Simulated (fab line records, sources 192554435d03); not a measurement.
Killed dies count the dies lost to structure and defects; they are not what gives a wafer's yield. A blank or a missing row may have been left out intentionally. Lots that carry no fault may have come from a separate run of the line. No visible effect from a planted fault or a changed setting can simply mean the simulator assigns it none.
Chamber matching / flow n5 finfet / N5_BEOL_M7_ILD_DEP_00 on pecvd-02 has 3 sister chambers
The step deposits SiCOH lowk from DEMS/porogen, target thk 179.75 nm, time 33.4 s. 6 wafers are shown with their chamber, then 10 later ones without.

WAFERS WITH THEIR CHAMBER
wafer=L079.3; chamber=0; heater power w (W)=336; throttle valve pct (%)=13.7
wafer=L083.4; chamber=0; heater power w (W)=352; throttle valve pct (%)=13.5
wafer=L087.3; chamber=1; heater power w (W)=359; throttle valve pct (%)=14.1
wafer=L087.6; chamber=2; heater power w (W)=239; throttle valve pct (%)=13.0
wafer=L089.2; chamber=2; heater power w (W)=210; throttle valve pct (%)=13.3
wafer=L089.3; chamber=1; heater power w (W)=371; throttle valve pct (%)=14.3

WAFERS MISSING THEIR CHAMBER
wafer=L089.4; heater power w (W)=215; throttle valve pct (%)=13.4
wafer=L090.1; heater power w (W)=368; throttle valve pct (%)=14.1
wafer=L090.4; heater power w (W)=329; throttle valve pct (%)=13.9
wafer=L090.5; heater power w (W)=246; throttle valve pct (%)=13.2
wafer=L093.1; heater power w (W)=364; throttle valve pct (%)=14.1
wafer=L093.2; heater power w (W)=221; throttle valve pct (%)=13.4
wafer=L093.4; heater power w (W)=213; throttle valve pct (%)=13.3
wafer=L094.1; heater power w (W)=346; throttle valve pct (%)=13.8
wafer=L094.2; heater power w (W)=306; throttle valve pct (%)=13.4
wafer=L094.5; heater power w (W)=309; throttle valve pct (%)=13.3

WHICH CHAMBER EACH ONE RAN IN
wafer=L089.4; from the rows above=2; in truth=2
wafer=L090.1; from the rows above=1; in truth=1
wafer=L090.4; from the rows above=can't be placed: 0 or 1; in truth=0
wafer=L090.5; from the rows above=2; in truth=2
wafer=L093.1; from the rows above=1; in truth=1
wafer=L093.2; from the rows above=2; in truth=2
wafer=L093.4; from the rows above=2; in truth=2
wafer=L094.1; from the rows above=can't be placed: 0 or 1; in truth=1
wafer=L094.2; from the rows above=0; in truth=0
wafer=L094.5; from the rows above=0; in truth=0
Correctly placed: 8 of 10. Can't be placed from these rows: 2 (the true chamber is among the candidates in 2). Placed wrongly: 0.
How it was worked out, from the rows above alone: a wafer's distance from a chamber is the root of the sum, over the readings, of the square of ((its reading less the chamber's mean) divided by the reading's scatter). If the next closest chamber is less than 2 further off than the closest, the wafer can't be placed; otherwise it belongs to the closest. A chamber's mean is the mean of its shown wafers. The scatter: the root of (the sum of the squares of (reading less its chamber's mean) over the shown wafers, divided by (wafers less chambers)).
